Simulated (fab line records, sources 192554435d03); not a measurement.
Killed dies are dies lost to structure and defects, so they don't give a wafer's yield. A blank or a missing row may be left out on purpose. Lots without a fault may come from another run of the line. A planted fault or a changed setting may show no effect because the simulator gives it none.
Chamber matching | flow n5_finfet | N5_BEOL_M1_ETCH_70 on rie_diel-06: 4 sister chambers
The step etches SOC in N2/H2, target depth 80 nm, overetch 16 nm, time 120 s. 14 wafers are shown with their chamber, then 7 later ones without.

WAFERS WITH THEIR CHAMBER
wafer  | chamber | showerhead_plenum_p_Torr (Torr) | oes_product_au (a.u.) | drypump_motor_current_A (A)
L508.2 | 2       | 2.54                            | 0.54                  | 5.53
L508.3 | 0       | 2.53                            | 0.57                  | 5.85
L508.6 | 0       | 2.53                            | 0.57                  | 5.85
L512.1 | 0       | 2.53                            | 0.56                  | 5.83
L512.2 | 1       | 2.65                            | 0.57                  | 5.91
L512.4 | 3       | 2.60                            | 0.69                  | 5.80
L513.2 | 3       | 2.60                            | 0.69                  | 5.84
L513.3 | 1       | 2.65                            | 0.57                  | 5.91
L513.6 | 1       | 2.65                            | 0.57                  | 5.95
L520.4 | 3       | 2.59                            | 0.67                  | 5.80
L520.5 | 3       | 2.59                            | 0.68                  | 5.79
L520.6 | 0       | 2.52                            | 0.56                  | 5.82
L521.2 | 2       | 2.53                            | 0.53                  | 5.51
L521.4 | 0       | 2.52                            | 0.56                  | 5.82

SIGNATURES (means of the wafers above)
reading                  | chamber 0 | chamber 1 | chamber 2 | chamber 3 | scatter within a chamber
showerhead_plenum_p_Torr | 2.5260    | 2.6500    | 2.5350    | 2.5950    | 0.0052
oes_product_au           | 0.5640    | 0.5700    | 0.5350    | 0.6825    | 0.00667
drypump_motor_current_A  | 5.8340    | 5.9233    | 5.5200    | 5.8075    | 0.0191
Rule: a wafer's distance from a chamber is the root of the sum, over the readings, of the square of ((its reading less the chamber's mean) divided by the reading's scatter). The wafer belongs to the nearest chamber; if the next one is less than 2 further off, it can't be placed. The scatter: the root of (the sum of the squares of (reading less its chamber's mean) over the shown wafers, divided by (wafers less chambers)).

WAFERS WITHOUT THEIR CHAMBER
wafer  | showerhead_plenum_p_Torr (Torr) | oes_product_au (a.u.) | drypump_motor_current_A (A)
L521.6 | 2.59                            | 0.67                  | 5.79
L522.2 | 2.59                            | 0.67                  | 5.78
L522.3 | 2.64                            | 0.56                  | 5.92
L522.6 | 2.59                            | 0.67                  | 5.80
L526.1 | 2.64                            | 0.56                  | 5.94
L526.3 | 2.52                            | 0.53                  | 5.53
L526.4 | 2.59                            | 0.66                  | 5.79

WHICH CHAMBER EACH WENT THROUGH
wafer  | from the rows above | in truth
L521.6 | 3                   | 3
L522.2 | 3                   | 3
L522.3 | 1                   | 1
L522.6 | 3                   | 3
L526.1 | 1                   | 1
L526.3 | 2                   | 2
L526.4 | 3                   | 3
Placed correctly: 7 of 7. Can't be placed from these rows: 0. Placed wrongly: 0.
